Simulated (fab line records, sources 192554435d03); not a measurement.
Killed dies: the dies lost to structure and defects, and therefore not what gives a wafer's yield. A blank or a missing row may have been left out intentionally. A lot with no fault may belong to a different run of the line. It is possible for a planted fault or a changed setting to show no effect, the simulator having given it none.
Chamber matching :: flow n5_finfet :: ald_sin-03 running N5_STI_FIN_REVEAL_ALD_14: 4 sister chambers
The step deposits Si3N4, target thk 3 nm. 18 wafers are shown with their chamber, then 9 later ones without.

WAFERS WITH THEIR CHAMBER
wafer: L084.1
chamber: 3
heater_power_w (W): 719

wafer: L084.3
chamber: 2
heater_power_w (W): 539

wafer: L084.5
chamber: 2
heater_power_w (W): 553

wafer: L086.2
chamber: 3
heater_power_w (W): 733

wafer: L086.4
chamber: 2
heater_power_w (W): 541

wafer: L086.5
chamber: 2
heater_power_w (W): 552

wafer: L087.1
chamber: 1
heater_power_w (W): 777

wafer: L087.4
chamber: 3
heater_power_w (W): 727

wafer: L087.5
chamber: 0
heater_power_w (W): 845

wafer: L090.2
chamber: 3
heater_power_w (W): 741

wafer: L090.4
chamber: 0
heater_power_w (W): 839

wafer: L090.5
chamber: 2
heater_power_w (W): 554

wafer: L091.2
chamber: 2
heater_power_w (W): 546

wafer: L091.5
chamber: 3
heater_power_w (W): 746

wafer: L091.6
chamber: 0
heater_power_w (W): 809

wafer: L092.4
chamber: 0
heater_power_w (W): 833

wafer: L092.5
chamber: 0
heater_power_w (W): 804

wafer: L092.6
chamber: 3
heater_power_w (W): 727

SIGNATURES, as means of the wafers listed above
reading: heater_power_w
chamber 0: 826.00
chamber 1: 777.00
chamber 2: 547.50
chamber 3: 732.17
scatter within a chamber: 12.1
Rule: for a wafer and a chamber, the distance is found by dividing, reading by reading, the gap between the wafer's reading and the chamber's mean by the reading's scatter, squaring, summing and taking the root. The wafer belongs to the nearest chamber; if the next one is less than 2 further off, it can't be placed. The scatter: the root of (the sum of the squares of (reading less its chamber's mean) over the shown wafers, divided by (wafers less chambers)).

WAFERS WHOSE CHAMBER IS MISSING
wafer: L093.1
heater_power_w (W): 553

wafer: L093.2
heater_power_w (W): 787

wafer: L093.6
heater_power_w (W): 548

wafer: L097.1
heater_power_w (W): 720

wafer: L097.2
heater_power_w (W): 821

wafer: L097.3
heater_power_w (W): 791

wafer: L097.4
heater_power_w (W): 543

wafer: L097.5
heater_power_w (W): 554

wafer: L097.6
heater_power_w (W): 725

WHICH CHAMBER EACH WENT THROUGH
wafer: L093.1
from the rows above: 2
in truth: 2

wafer: L093.2
from the rows above: 1
in truth: 1

wafer: L093.6
from the rows above: 2
in truth: 2

wafer: L097.1
from the rows above: 3
in truth: 3

wafer: L097.2
from the rows above: 0
in truth: 0

wafer: L097.3
from the rows above: can't be placed: 1 or 0
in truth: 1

wafer: L097.4
from the rows above: 2
in truth: 2

wafer: L097.5
from the rows above: 2
in truth: 2

wafer: L097.6
from the rows above: 3
in truth: 3
Correct placement for 8 of the 9. Not placeable from these rows: 1 (in 1, the candidates include the true chamber). Number placed wrongly: 0.
